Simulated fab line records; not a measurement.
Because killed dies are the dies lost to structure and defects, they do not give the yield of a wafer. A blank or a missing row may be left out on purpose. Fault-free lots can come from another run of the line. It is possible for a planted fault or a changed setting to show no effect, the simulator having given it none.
fab line records    flow nand-harc    part 2 of 2: steps 30 to 36 of 36
record: lots: 5  wafers: 15  last-day: 30
route steps=1302 shown A_M0@1150 A_M1@1169
lots that met no fault: taken from a fault-free run of the same line
start-h: the number of hours between the record's first day and the start of the first shown wafer of the lot    wait-h: hours from the lot's prior step to this one    " the same as in the row above    L1.1+2: a row that stands for several wafers    - either no value or no given start    * or withheld: withheld    < > ~ a bound
route shown NAME@n: names a module that has steps shown in the file, with the first one's number in the route    usual: the fault-free wafers' mean and standard deviation    same: alike in all rows    chamber/n: place in a boat    sites: each site's reading    _std_site: standard deviation of those values    _edge_site: outer sites' mean less inner sites'    radius-mm: how far each site lies from the wafer's centre    mask NAME#n: copy n    behind: tool/chamber where the wafer was last shaped    hold: reason for holding the lot/hours on hold/outcome of the hold    device: the transistor (n, p or np) that didn't switch    end of line: the tests these same wafers got at the end of their route    a step given without rows: its recipe and nothing more    killed: not the wafer's yield, but the dies lost to structure and defects at the first sort    map: a wafer's dies, marking killed ones x, the rest . and places with no die _
set.NAME: the setting as run; set.NAME@STEP: as run at that earlier step    model.NAME: the simulator's own value behind a step, which no gauge read
lots at some steps of the route; a table a step, a row a wafer
services: the hour from which a tool's chamber was out of use, counted from the record's first day as start-h (under 0 if before that day), plus the number of hours and why
== steps ==
step: NHARC_A_M1_OVL_MEAS_10
recipe: pitch-nm: 240
usual: overlay-x-nm: 0.0/0.89  overlay-y-nm: 0.0/0.81
lot.wafer  tool        chamber  start-h  wait-h  overlay-x-nm  overlay-y-nm
L078.2     overlay-01  -        567.34   -       -0.5          0.4
L078.3     "           -        "        "       -0.3          0.4
L078.6     "           -        "        "       -0.8          0.5
L084.1     overlay-02  -        620.64   -       -1.2          1.5
L084.2     "           -        "        "       -1.3          1.2
L084.5     "           -        "        "       -1.4          1.5
L086.1     overlay-01  -        655.70   -       1.2           0.6
L086.3     "           -        "        "       1.4           0.3
L086.5     "           -        "        "       0.7           1.1
L088.1     overlay-01  -        657.42   -       0.2           0.3
L088.4     "           -        "        "       0.6           0.1
L088.6     "           -        "        "       0.4           0.3
L090.4     overlay-01  -        678.16   -       0.3           -0.2
L090.5     "           -        "        "       0.6           0.4
L090.6     "           -        "        "       0.3           0.6
step: NHARC_A_M1_INSPECT_11
usual: raw-defect-count: 85/42
lot.wafer  tool               chamber  start-h  wait-h  raw-defect-count
L078.2     defect-inspect-02  -        567.38   0.0     117
L078.3     "                  -        "        "       115
L078.6     "                  -        "        "       127
L084.1     defect-inspect-02  -        620.68   0.0     33
L084.2     "                  -        "        "       50
L084.5     "                  -        "        "       36
L086.1     defect-inspect-01  -        655.74   0.0     47
L086.3     "                  -        "        "       44
L086.5     "                  -        "        "       39
L088.1     defect-inspect-01  -        657.46   0.0     139
L088.4     "                  -        "        "       147
L088.6     "                  -        "        "       155
L090.4     defect-inspect-02  -        678.19   0.0     35
L090.5     "                  -        "        "       35
L090.6     "                  -        "        "       21
step: NHARC_A_M1_DESCUM_14
recipe: time-s: 3  o2-flow-sccm: 200  ar-flow-sccm: 0  bias-power-w: 0  chemistry: O2
usual: drypump-motor-current-A: 5.9/0.56  oes-product-au: 0.999/0.0071  rf-vpp-V: 57.8/0.85  showerhead-plenum-p-Torr: 1.93/0.084  throttle-valve-pct: 11.311/0.009
same: bias-power-w: 0
lot.wafer  tool         chamber  start-h  wait-h  drypump-motor-current-A  oes-product-au  rf-hours-counter-h  rf-vpp-V  showerhead-plenum-p-Torr  throttle-valve-pct
L078.3     rie-diel-09  1        567.44   0.1     6.4                      1.008           1.7                 60.6      2.03                      11.302
L078.2     "            2        "        "       6.2                      1.002           1.5                 56.6      2.07                      11.314
L078.6     "            2        "        "       6.3                      1.002           -                   60.0      2.06                      11.306
L084.1     rie-diel-09  2        620.76   0.1     6.3                      0.987           2.9                 58.7      2.06                      11.305
L084.2     "            3        "        "       6.1                      1.002           2.3                 56.8      1.90                      11.315
L084.5     "            0        "        "       6.5                      0.993           -                   57.8      1.92                      11.288
L086.1     rie-diel-09  2        655.80   0.1     6.3                      1.003           3.7                 56.9      2.06                      11.321
L086.3     "            3        "        "       6.0                      0.997           3.1                 57.8      1.90                      11.319
L086.5     "            0        "        "       6.5                      1.001           -                   57.6      1.92                      11.302
L088.4     rie-diel-06  2        657.54   0.1     5.8                      0.993           11.9                57.7      1.95                      11.322
L088.1     "            3        "        "       6.0                      0.996           12.3                57.1      1.98                      11.322
L088.6     "            1        "        "       6.1                      1.002           -                   57.1      1.94                      11.321
L090.4     rie-diel-10  0        678.28   0.1     6.2                      0.998           5.1                 58.0      2.00                      11.314
L090.5     "            1        "        "       6.0                      0.999           -                   57.9      1.88                      11.320
L090.6     "            2        "        "       5.3                      1.001           -                   56.7      1.81                      11.296
step: NHARC_A_M1_ETCH_35
recipe: target-depth-a: 400  overetch-a: 120  time-s: 43.94  ion-energy-ev: 200  n2-flow-sccm: 150  h2-flow-sccm: 150  ar-flow-sccm: 0  rf-w: 400  bias-w: 150  chemistry: N2/H2
usual: drypump-motor-current-A: 5.9/0.56  oes-product-au: 1.000/0.0079  rf-vpp-V: 431.1/2.7  showerhead-plenum-p-Torr: 2.06/0.092  throttle-valve-pct: 14.171/0.0089
lot.wafer  tool         chamber  start-h  wait-h  drypump-motor-current-A  oes-product-au  rf-hours-counter-h  rf-vpp-V  showerhead-plenum-p-Torr  throttle-valve-pct
L078.3     rie-diel-09  0        567.52   0.1     6.5                      0.994           1.7                 430.7     2.04                      14.168
L078.2     "            3        "        "       6.0                      0.994           1.1                 430.8     2.02                      14.168
L078.6     "            1        "        "       6.4                      0.994           -                   434.7     2.17                      14.167
L084.1     rie-diel-09  0        620.83   0.1     6.5                      0.995           2.8                 431.7     2.04                      14.144
L084.2     "            1        "        "       6.4                      1.000           2.9                 435.5     2.17                      14.171
L084.5     "            3        "        "       6.1                      1.008           -                   431.4     2.02                      14.185
L086.1     rie-diel-09  2        655.90   0.1     6.2                      0.993           3.7                 434.8     2.21                      14.182
L086.3     "            3        "        "       6.0                      0.988           3.2                 430.8     2.02                      14.177
L086.5     "            3        "        "       6.0                      0.989           -                   430.1     2.02                      14.177
L088.1     rie-diel-06  0        657.61   0.1     4.7                      0.985           9.0                 427.5     1.98                      14.175
L088.4     "            1        "        "       6.0                      1.005           12.3                432.1     2.07                      14.192
L088.6     "            0        "        "       4.7                      1.001           -                   427.6     1.98                      14.177
L090.4     rie-diel-10  0        678.35   0.1     6.3                      1.005           5.1                 432.7     2.14                      14.169
L090.6     "            1        "        "       6.0                      1.000           -                   428.7     2.00                      14.162
L090.5     "            2        "        "       5.3                      1.010           -                   428.7     1.93                      14.169
step: NHARC_A_M1_ETCH_15
recipe: target-depth-a: 1825  time-s: 91.2  c4f8-flow-sccm: withheld  ar-flow-sccm: 400  rf-w: 600  bias-w: 300  chemistry: C4F8/Ar
usual: oes-product-au: 0.952/0.022  rf-vpp-V: 441.6/2.7
lot.wafer  tool         chamber  start-h  wait-h  oes-product-au  rf-hours-counter-h  rf-vpp-V
L078.2     rie-diel-09  3        -        -       0.971           1.1                 439.8
L078.3     "            1        "        "       0.953           1.7                 443.7
L078.6     "            3        "        "       0.984           -                   439.9
L084.1     rie-diel-09  3        -        -       0.977           2.4                 441.2
L084.2     "            1        "        "       0.957           2.9                 444.4
L084.5     "            2        "        "       0.969           -                   445.0
L086.3     rie-diel-09  0        -        -       0.925           3.6                 440.9
L086.1     "            3        "        "       0.927           3.2                 440.7
L086.5     "            2        "        "       0.925           -                   443.5
L088.4     rie-diel-06  0        -        -       0.918           9.0                 437.9
L088.1     "            2        "        "       0.968           12.0                442.3
L088.6     "            3        "        "       0.978           -                   443.1
L090.4     rie-diel-10  2        -        -       0.923           3.9                 437.9
L090.6     "            1        "        "       0.920           -                   440.4
L090.5     "            2        "        "       0.923           -                   437.9
step: NHARC_A_M1_CD_MEAS_16
usual: cd-nm: 119.9/0.6
lot.wafer  tool       chamber  start-h  wait-h  cd-nm
L078.2     cd-sem-03  -        567.75   -       118.7
L078.3     "          -        "        "       119.3
L078.6     "          -        "        "       118.9
L084.1     cd-sem-02  -        621.05   -       119.9
L084.2     "          -        "        "       119.3
L084.5     "          -        "        "       120.3
L086.1     cd-sem-03  -        656.15   -       120.0
L086.3     "          -        "        "       119.2
L086.5     "          -        "        "       119.5
L088.1     cd-sem-01  -        657.82   -       119.0
L088.4     "          -        "        "       119.4
L088.6     "          -        "        "       120.1
L090.4     cd-sem-02  -        678.56   -       119.7
L090.5     "          -        "        "       120.1
L090.6     "          -        "        "       120.1
step: NHARC_A_M1_STRIP_18
recipe: power-w: 1000  n2-flow-sccm: 150  h2-flow-sccm: 150  ar-flow-sccm: 0  bias-w: 0  chemistry: N2/H2
usual: drypump-motor-current-A: 5.8/0.53  oes-product-au: 0.999/0.0073  rf-vpp-V: 90.8/0.94  showerhead-plenum-p-Torr: 2.06/0.081  throttle-valve-pct: 14.172/0.0087
lot.wafer  tool         chamber  start-h  wait-h  drypump-motor-current-A  oes-product-au  rf-hours-counter-h  rf-vpp-V  showerhead-plenum-p-Torr  throttle-valve-pct
L078.2     rie-diel-06  1        567.82   0.1     6.0                      0.999           6                   92.4      2.07                      14.166
L078.3     "            2        "        "       5.8                      0.999           5                   92.1      2.08                      14.169
L078.6     "            2        "        "       5.8                      0.979           -                   90.8      2.08                      14.169
L084.2     rie-diel-06  1        621.12   0.1     6.0                      1.002           9                   90.1      2.07                      14.193
L084.1     "            3        "        "       6.0                      1.000           9                   91.9      2.12                      14.170
L084.5     "            3        "        "       6.0                      1.017           -                   91.3      2.12                      14.173
L086.1     rie-diel-06  1        656.26   0.1     6.1                      0.989           12                  90.3      2.07                      14.176
L086.3     "            2        "        "       5.8                      0.992           12                  90.9      2.08                      14.185
L086.5     "            2        "        "       5.8                      0.988           -                   91.5      2.08                      14.169
L088.1     rie-diel-09  0        657.93   0.1     6.5                      0.993           4                   91.1      2.04                      14.187
L088.4     "            1        "        "       6.4                      1.004           3                   91.9      2.17                      14.180
L088.6     "            0        "        "       6.5                      0.997           -                   90.3      2.04                      14.166
L090.4     rie-diel-06  0        678.71   0.1     4.7                      0.995           0                   89.2      1.98                      14.174
L090.6     "            1        "        "       6.1                      1.001           -                   91.5      2.07                      14.168
L090.5     "            2        "        "       5.8                      0.999           -                   91.0      2.08                      14.176
== services ==
tool            chamber  start-h  hours  kind
rie-diel-08     -        545.47   9.0    pm
pecvd-03        -        547.35   13.0   pm
rie-diel-11     0        549.59   11.6   repair
litho-track-04  -        553.00   7.0    pm
pvd-sputter-01  -        564.76   1.7    repair
pvd-sputter-01  -        582.00   10.0   pm
pvd-sputter-03  -        588.01   0.6    repair
wet-bench-04    -        588.12   8.0    pm
pecvd-03        0        588.85   17.7   repair
pecvd-02        -        589.71   13.0   pm
ecd-cu-02       -        596.00   8.0    pm
cmp-04          -        596.94   1.1    repair
cmp-04          -        601.33   4.0    pm
rie-diel-11     -        609.52   9.0    pm
pvd-sputter-03  -        612.78   5.1    repair
cmp-04          -        616.70   0.9    repair
rie-diel-06     0        618.48   38.4   repair
cmp-04          -        631.40   0.9    repair
pvd-sputter-01  -        638.63   5.7    repair
rie-diel-09     1        640.92   15.7   repair
pvd-sputter-01  -        660.17   3.7    repair
rie-diel-06     -        661.20   9.0    pm
pecvd-01        -        673.00   13.0   pm
rie-diel-09     -        674.10   9.0    pm
